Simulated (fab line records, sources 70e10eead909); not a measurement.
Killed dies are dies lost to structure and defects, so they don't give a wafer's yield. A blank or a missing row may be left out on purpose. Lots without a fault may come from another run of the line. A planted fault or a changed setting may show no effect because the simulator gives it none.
A struck lot beside a sound one | flow nand_harc | 16 steps out of a route of 1302
Sound: wafers L377.3, L377.4, L377.6. Struck: wafers L387.1, L387.4, L387.5. The cause comes at the end.
At each step with rows: each side's tool, then ch and its chambers, then its first start. Under that, the readings that differ: sound wafers | struck wafers | difference of the means | sigmas: that difference in standard deviations of wafers without a fault.
alike: readings whose means differ by less than 2 such deviations, and words and numbers that are the same on both sides. not compared: withheld readings, readings that some wafer has no value for, bounds like >300 that may hide the same value, and numbers for which the record gives no deviation and whose values overlap.
The two part at a step that has a row with sigmas, a row that says differs or no value, or rows on one side only. Numbers that don't overlap but have no deviation are shown without sigmas and don't part them. A reading that every wafer of one side lacks parts them only if that side has two wafers or more.

NHARC_A_ONON_D2_THK_MEAS_05: measures by ellipsometry.
  sound on film_metro-01, day 13 02:25; struck on film_metro-01, day 17 18:59
  alike: thk_nm
then, 1 step without rows for these wafers: NHARC_A_ONON_D2_DEP_06 (target thk 1000 nm).
NHARC_A_ONON_D2_THK_MEAS_08: measures by ellipsometry.
  sound on film_metro-01, day 13 02:59; struck on film_metro-02, day 17 19:34
  reading     | sound       | struck         | difference | sigmas
  thk_nm (nm) | 979 980 979 | 1011 1013 1012 | +33        | +3
then, 1 step without rows for these wafers: NHARC_A_ONON_D2_DEP_09 (target thk 1000 nm).
NHARC_A_ONON_D2_THK_MEAS_11: measures by ellipsometry.
  sound on film_metro-02, day 13 03:32; struck on film_metro-02, day 17 20:08
  alike: thk_nm
then, 1 step without rows for these wafers: NHARC_A_ONON_D2_DEP_12 (target thk 1000 nm).
NHARC_A_ONON_D2_THK_MEAS_14: measures by ellipsometry.
  sound on film_metro-01, day 13 04:07; struck on film_metro-01, day 17 20:42
  alike: thk_nm
then, 2 steps without rows for these wafers: NHARC_A_ONON_D2_ANNEAL_15 (time 3600 s); NHARC_A_ONON_D2_DEP_16 (target thk 1000 nm).
NHARC_A_ONON_D2_THK_MEAS_18: measures by ellipsometry.
  sound on film_metro-01, day 13 11:28; struck on film_metro-02, day 18 04:25
  alike: thk_nm
then, 1 step without rows for these wafers: NHARC_A_ONON_D2_DEP_19 (target thk 1000 nm).
NHARC_A_ONON_D2_THK_MEAS_21: measures by ellipsometry.
  sound on film_metro-02, day 13 12:01; struck on film_metro-02, day 18 04:59
  reading     | sound       | struck         | difference | sigmas
  thk_nm (nm) | 991 992 994 | 1019 1017 1017 | +25        | +3
NHARC_A_ONON_D2_DEP_22: target thk 1000 nm.
  sound on pecvd_onon-01 ch 0, day 13 12:11; struck on pecvd_onon-01 ch 0, day 18 05:02
NHARC_A_ONON_D2_THK_MEAS_24: measures by ellipsometry.
  sound on film_metro-02, day 13 12:35; struck on film_metro-02, day 18 05:34
  reading     | sound          | struck      | difference | sigmas
  thk_nm (nm) | 1011 1013 1011 | 619 618 618 | -393       | -33
then, 1 step without rows for these wafers: NHARC_A_ONON_D2_DEP_25 (target thk 1000 nm).
-- the record jumps here: 12 days lie between the struck wafers' starts before and after (it left off in module A_ONON_D2 and takes up again in module END, whose first step shown is number 1302 of the route) --
NHARC_END_SORT_01:
  sound on prober-02 ch 0, day 25 10:16; struck on prober-01 ch 0, day 29 18:07
  reading         | sound    | struck      | difference | sigmas
  killed_at_array | 45 43 45 | 669 670 673 | +626       | +31
  killed_dies     | 48 46 49 | 677 677 677 | +629       | +31
  alike: killed_at_other, killed_at_periphery, killed_open, killed_short

WHERE THEY PART
First at NHARC_A_ONON_D2_THK_MEAS_08; last, within this record, at NHARC_END_SORT_01.

WHY: what the simulator had put in
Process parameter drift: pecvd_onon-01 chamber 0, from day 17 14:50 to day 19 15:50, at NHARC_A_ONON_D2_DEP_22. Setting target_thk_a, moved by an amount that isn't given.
